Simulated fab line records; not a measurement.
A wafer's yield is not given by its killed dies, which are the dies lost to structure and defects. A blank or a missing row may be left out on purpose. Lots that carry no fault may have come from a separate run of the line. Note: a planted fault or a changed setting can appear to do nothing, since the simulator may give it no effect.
What tool caused it? | flow nand-harc | 24 lots, 72 wafers sampled, at 5 steps of a route of 1159

== WHAT THE GAUGES READ, wafer by wafer ==
NHARC_A_M1_OVL_MEAS_10: pitch 240 nm. Usual: overlay-x-nm 0.1 nm, standard deviation 0.87; overlay-y-nm 0.2 nm, standard deviation 0.68.
lot  | measured     | on         | overlay-x-nm (nm) | overlay-y-nm (nm) | flag
L075 | day 17 17:54 | overlay-02 | -1.9 -1.7 -1.4    | -0.3 -0.4 -0.2    |
L074 | day 17 18:41 | overlay-01 | -0.8 -0.7 -0.2    | -0.2 0.2 0.6      |
L079 | day 18 01:32 | overlay-01 | 1.5 2.7 1.4       | -0.1 -0.1 -0.5    |
L076 | day 18 05:20 | overlay-02 | 1.4 1.4 1.0       | 0.5 0.5 0.5       |
L077 | day 18 05:49 | overlay-02 | 0.3 0.1 0.5       | 0.1 0.8 -0.2      |
L080 | day 19 01:20 | overlay-02 | -0.2 -0.3 -0.7    | -0.6 -0.6 -0.6    |
L081 | day 19 05:15 | overlay-01 | 1.0 1.0 1.0       | 0.5 0.2 -0.1      |
L078 | day 19 11:15 | overlay-02 | -0.2 -0.5 -0.5    | 2.1 2.0 1.8       |
L082 | day 19 23:13 | overlay-01 | 0.8 0.8 0.2       | 0.1 0.0 0.6       |
L083 | day 20 01:10 | overlay-01 | -0.3 -0.4 -0.7    | -0.6 0.0 -0.5     |
L086 | day 20 15:57 | overlay-02 | -0.6 0.0 -0.1     | 1.6 1.1 1.4       |
L085 | day 20 22:19 | overlay-01 | 0.5 0.7 0.2       | 0.5 1.2 0.8       |
L084 | day 20 23:20 | overlay-02 | 0.4 0.3 1.0       | -0.6 -0.2 -1.0    |
L087 | day 21 03:08 | overlay-02 | 0.1 0.5 0.1       | 0.6 0.9 0.7       |
L088 | day 21 15:31 | overlay-02 | -2.0 -1.8 -1.2    | -0.3 -0.6 0.1     |
L092 | day 21 17:25 | overlay-01 | 0.8 0.6 0.6       | 0.0 -0.3 0.2      |
L089 | day 22 04:14 | overlay-01 | -0.2 -0.2 -0.2    | 0.2 0.3 0.4       |
L090 | day 22 04:49 | overlay-01 | -0.5 -1.0 -0.3    | 0.5 0.3 0.3       |
L091 | day 22 09:46 | overlay-01 | -0.7 -0.9 -0.7    | -0.1 0.2 0.4      |
L093 | day 22 15:07 | overlay-01 | 1.5 1.0 0.8       | -0.9 -1.1 -0.8    |
L094 | day 23 02:58 | overlay-02 | -0.2 0.2 -0.2     | 0.2 -0.3 -0.2     |
L096 | day 23 09:47 | overlay-02 | -0.2 0.1 0.2      | 0.9 0.7 0.7       |
L095 | day 23 10:40 | overlay-02 | 0.8 0.7 0.8       | 0.9 1.0 0.9       |
L097 | day 23 13:08 | overlay-02 | -1.0 -0.9 -0.7    | -0.4 -0.3 -0.7    |

NHARC_A_M1_INSPECT_11. Usual: 32 for raw-defect-count, sd 15.
lot  | measured     | on                | raw-defect-count | flag
L075 | day 17 17:56 | defect-inspect-02 | 22 20 27         |
L074 | day 17 18:43 | defect-inspect-02 | 32 27 33         |
L079 | day 18 01:35 | defect-inspect-01 | 24 27 25         |
L076 | day 18 05:22 | defect-inspect-01 | 11 16 17         |
L077 | day 18 05:52 | defect-inspect-01 | 28 28 35         |
L080 | day 19 01:22 | defect-inspect-02 | 12 15 8          |
L081 | day 19 05:17 | defect-inspect-01 | 27 14 18         |
L078 | day 19 11:17 | defect-inspect-01 | 37 52 37         |
L082 | day 19 23:14 | defect-inspect-01 | 47 36 42         |
L083 | day 20 01:11 | defect-inspect-01 | 17 10 13         |
L086 | day 20 15:59 | defect-inspect-01 | 35 34 23         |
L085 | day 20 22:22 | defect-inspect-01 | 28 39 41         |
L084 | day 20 23:22 | defect-inspect-01 | 17 19 17         |
L087 | day 21 03:11 | defect-inspect-02 | 44 44 36         |
L088 | day 21 15:34 | defect-inspect-01 | 30 37 34         |
L092 | day 21 17:26 | defect-inspect-01 | 54 45 45         |
L089 | day 22 04:16 | defect-inspect-01 | 28 25 32         |
L090 | day 22 04:52 | defect-inspect-01 | 30 36 29         |
L091 | day 22 09:48 | defect-inspect-01 | 11 10 12         |
L093 | day 22 15:09 | defect-inspect-02 | 60 47 65         |
L094 | day 23 03:00 | defect-inspect-02 | 12 20 13         |
L096 | day 23 09:49 | defect-inspect-02 | 35 44 50         |
L095 | day 23 10:43 | defect-inspect-02 | 71 73 63         |
L097 | day 23 13:11 | defect-inspect-01 | 32 36 35         |

NHARC_A_BONDPAD_OVL_MEAS_35. Usual: overlay-x-nm 1 nm, standard deviation 7.1; overlay-y-nm -1 nm, standard deviation 8.3.
lot  | measured     | on         | overlay-x-nm (nm) | overlay-y-nm (nm) | flag
L075 | day 17 22:39 | overlay-01 | -2 -1 -2          | 14 14 14          |
L074 | day 17 23:24 | overlay-02 | -5 -5 -5          | 10 11 10          |
L079 | day 18 06:26 | overlay-01 | 1 1 1             | 3 4 4             |
L076 | day 18 10:47 | overlay-01 | -4 -5 -4          | 8 7 7             |
L077 | day 18 10:57 | overlay-01 | -7 -6 -6          | -4 -4 -5          |
L080 | day 19 06:16 | overlay-02 | 5 5 5             | -17 -18 -18       |
L081 | day 19 10:05 | overlay-02 | 9 9 9             | -1 -1 -1          |
L078 | day 19 15:56 | overlay-02 | -2 -2 -2          | 1 1 0             |
L082 | day 20 03:55 | overlay-02 | -3 -3 -3          | -15 -15 -14       |
L083 | day 20 05:53 | overlay-01 | -3 -3 -3          | -1 -1 -1          |
L086 | day 20 20:40 | overlay-01 | 13 13 13          | 3 3 4             |
L085 | day 21 03:08 | overlay-02 | -8 -7 -8          | 1 1 1             |
L084 | day 21 04:31 | overlay-02 | 15 15 15          | 10 10 10          |
L087 | day 21 07:53 | overlay-02 | -6 -6 -7          | -4 -3 -4          |
L088 | day 21 20:33 | overlay-02 | 9 9 10            | 1 0 0             |
L092 | day 21 22:33 | overlay-02 | -6 -6 -6          | -9 -9 -9          |
L089 | day 22 08:58 | overlay-01 | 5 6 6             | 3 2 2             |
L090 | day 22 09:37 | overlay-02 | 14 13 13          | 9 9 8             |
L091 | day 22 14:31 | overlay-01 | -2 -2 -2          | -18 -18 -18       |
L093 | day 22 19:59 | overlay-01 | -6 -6 -6          | -6 -7 -7          |
L094 | day 23 08:07 | overlay-02 | 5 4 5             | 7 7 8             |
L096 | day 23 14:36 | overlay-02 | 2 2 2             | -1 -1 -1          |
L095 | day 23 15:22 | overlay-01 | -5 -5 -6          | -8 -8 -8          |
L097 | day 23 17:50 | overlay-02 | -8 -8 -8          | -1 -1 -1          |

== WHAT TOOL EACH LOT RAN ON (gives the tool, then ch and the chambers of the sampled wafers, and finally the start) ==
lot  | NHARC_A_BLC_ETCH_18                           | NHARC_A_M0_DEP_32
L075 | rie-diel-11 ch 0,1,3, day 17 16:33 or earlier | pecvd-04 ch 0,1, day 17 16:33
L074 | rie-diel-11 ch 1,3, day 17 17:23 or earlier   | pecvd-03 ch 1,2, day 17 17:23
L079 | rie-diel-09 ch 1,2,3, day 18 00:18 or earlier | pecvd-03 ch 0,1, day 18 00:18
L076 | rie-diel-09 ch 0,2, day 18 04:13 or earlier   | pecvd-01 ch 0,1, day 18 04:13
L077 | rie-diel-11 ch 0,2,3, day 18 04:31 or earlier | pecvd-04 ch 1,2, day 18 04:31
L080 | rie-diel-11 ch 1,2, day 18 23:56 or earlier   | pecvd-04 ch 1,2, day 18 23:56
L081 | rie-diel-09 ch 1,3, day 19 04:04 or earlier   | pecvd-01 ch 1,2, day 19 04:04
L078 | rie-diel-11 ch 0,1,2, day 18 23:24            | pecvd-01 ch 0,2, day 19 10:01
L082 | rie-diel-09 ch 0,1,3, day 19 22:01 or earlier | pecvd-01 ch 0,1, day 19 22:01
L083 | rie-diel-09 ch 0,1,2, day 19 23:50 or earlier | pecvd-01 ch 0,1,2, day 19 23:50
L086 | rie-diel-11 ch 0,1,2, day 20 14:44 or earlier | pecvd-03 ch 0,1,2, day 20 14:44
L085 | rie-diel-09 ch 0,2,3, day 20 20:59 or earlier | pecvd-01 ch 0,1, day 20 20:59
L084 | rie-diel-09 ch 0,2, day 20 22:08 or earlier   | pecvd-04 ch 0,2, day 20 22:08
L087 | rie-diel-09 ch 0,2,3, day 21 01:29 or earlier | pecvd-01 ch 0,1,2, day 21 01:29
L088 | rie-diel-09 ch 0,1,3, day 21 14:21 or earlier | pecvd-04 ch 0,1,2, day 21 14:21
L092 | rie-diel-09 ch 1,3, day 21 16:07 or earlier   | pecvd-01 ch 0,1, day 21 16:07
L089 | rie-diel-11 ch 0,1,3, day 22 03:02 or earlier | pecvd-03 ch 0,1,2, day 22 03:02
L090 | rie-diel-09 ch 1,2,3, day 22 03:23 or earlier | pecvd-01 ch 0,1,2, day 22 03:23
L091 | rie-diel-09 ch 0,2,3, day 22 08:32 or earlier | pecvd-03 ch 0,2, day 22 08:32
L093 | rie-diel-09 ch 0,1,2, day 22 13:46 or earlier | pecvd-01 ch 0,1,2, day 22 13:46
L094 | rie-diel-11 ch 1,2,3, day 23 01:45 or earlier | pecvd-03 ch 0,1, day 23 01:45
L096 | rie-diel-09 ch 0,1,2, day 23 08:31 or earlier | pecvd-01 ch 0,1,2, day 23 08:31
L095 | rie-diel-02 ch 0,2, day 23 09:27 or earlier   | pecvd-01 ch 1,2, day 23 09:27
L097 | rie-diel-09 ch 0,2,3, day 23 11:56 or earlier | pecvd-01 ch 0,2, day 23 11:56
- NHARC_A_BLC_ETCH_18: etches the open film in C4F8/O2/Ar, target depth 910 nm.
- NHARC_A_M0_DEP_32: deposits SiCN, target thk 30 nm.

== AS READ BY THE TOOLS THEMSELVES (means over the sampled wafers that have a number; for cases with no such wafer, the mark the record gives instead) ==
NHARC_A_BLC_ETCH_18. Usual: oes-product-au 0.954 a.u., standard deviation 0.025; rf-vpp-V 976 V, standard deviation 6.1.
lot  | tool        | oes-product-au (a.u.) | rf-vpp-V (V) | flag
L075 | rie-diel-11 | 0.965                 | 974          |
L074 | rie-diel-11 | 0.966                 | 976          |
L079 | rie-diel-09 | 0.931                 | 975          |
L076 | rie-diel-09 | 0.917                 | 977          |
L077 | rie-diel-11 | 0.967                 | 973          |
L080 | rie-diel-11 | 0.956                 | 975          |
L081 | rie-diel-09 | 0.924                 | 982          |
L078 | rie-diel-11 | 0.999                 | 974          |
L082 | rie-diel-09 | 0.966                 | 980          |
L083 | rie-diel-09 | 0.977                 | 979          |
L086 | rie-diel-11 | 0.911                 | 974          |
L085 | rie-diel-09 | 0.941                 | 973          |
L084 | rie-diel-09 | 0.966                 | 976          |
L087 | rie-diel-09 | 0.970                 | 973          |
L088 | rie-diel-09 | 0.972                 | 980          |
L092 | rie-diel-09 | 0.983                 | 976          |
L089 | rie-diel-11 | 0.922                 | 974          |
L090 | rie-diel-09 | 0.974                 | 975          |
L091 | rie-diel-09 | 0.965                 | 973          |
L093 | rie-diel-09 | 0.969                 | 979          |
L094 | rie-diel-11 | 0.917                 | 974          |
L096 | rie-diel-09 | 0.970                 | 979          |
L095 | rie-diel-02 | 0.962                 | 984          |
L097 | rie-diel-09 | 0.920                 | 973          |

NHARC_A_M0_DEP_32. Usual: heater-power-w 584 W, standard deviation 75; showerhead-vpp-V 1325 V, standard deviation 90.
lot  | tool     | heater-power-w (W) | showerhead-vpp-V (V) | flag
L075 | pecvd-04 | 551                | 1282                 |
L074 | pecvd-03 | 610                | 1225                 |
L079 | pecvd-03 | 653                | 1251                 |
L076 | pecvd-01 | 564                | 1315                 |
L077 | pecvd-04 | 723                | 1281                 |
L080 | pecvd-04 | 733                | 1270                 |
L081 | pecvd-01 | 520                | 1380                 |
L078 | pecvd-01 | 555                | 1442                 |
L082 | pecvd-01 | 517                | 1303                 |
L083 | pecvd-01 | 561                | 1375                 |
L086 | pecvd-03 | 630                | 1250                 |
L085 | pecvd-01 | 577                | 1386                 |
L084 | pecvd-04 | 523                | 1294                 |
L087 | pecvd-01 | 510                | 1379                 |
L088 | pecvd-04 | 598                | 1281                 |
L092 | pecvd-01 | 556                | 1372                 |
L089 | pecvd-03 | 628                | 1239                 |
L090 | pecvd-01 | 528                | 1391                 |
L091 | pecvd-03 | 591                | 1217                 |
L093 | pecvd-01 | 581                | 1370                 |
L094 | pecvd-03 | 598                | 1249                 |
L096 | pecvd-01 | 581                | 1375                 |
L095 | pecvd-01 | 549                | 1328                 |
L097 | pecvd-01 | 568                | 1440                 |

== THE ANSWER, worked out from the rows above alone ==
Rule: a lot counts as off when the mean over its wafers that have a number is more than 3 standard deviations away from the usual mean. A lot without any number at a reading at which 4 lots or more have one is off too. All remaining lots with rows at the step are treated as sound. The gauges are gone through in route order, then the tools' own readings, and for those a lot's mean is taken as printed above. The first step at which some lot is off is used, and at that step the reading that is off furthest; a lot without a number counts as furthest.
No lot is off at any reading shown: from this, nothing can be told.

== WHAT HAD BEEN PUT IN BY THE SIMULATOR ==
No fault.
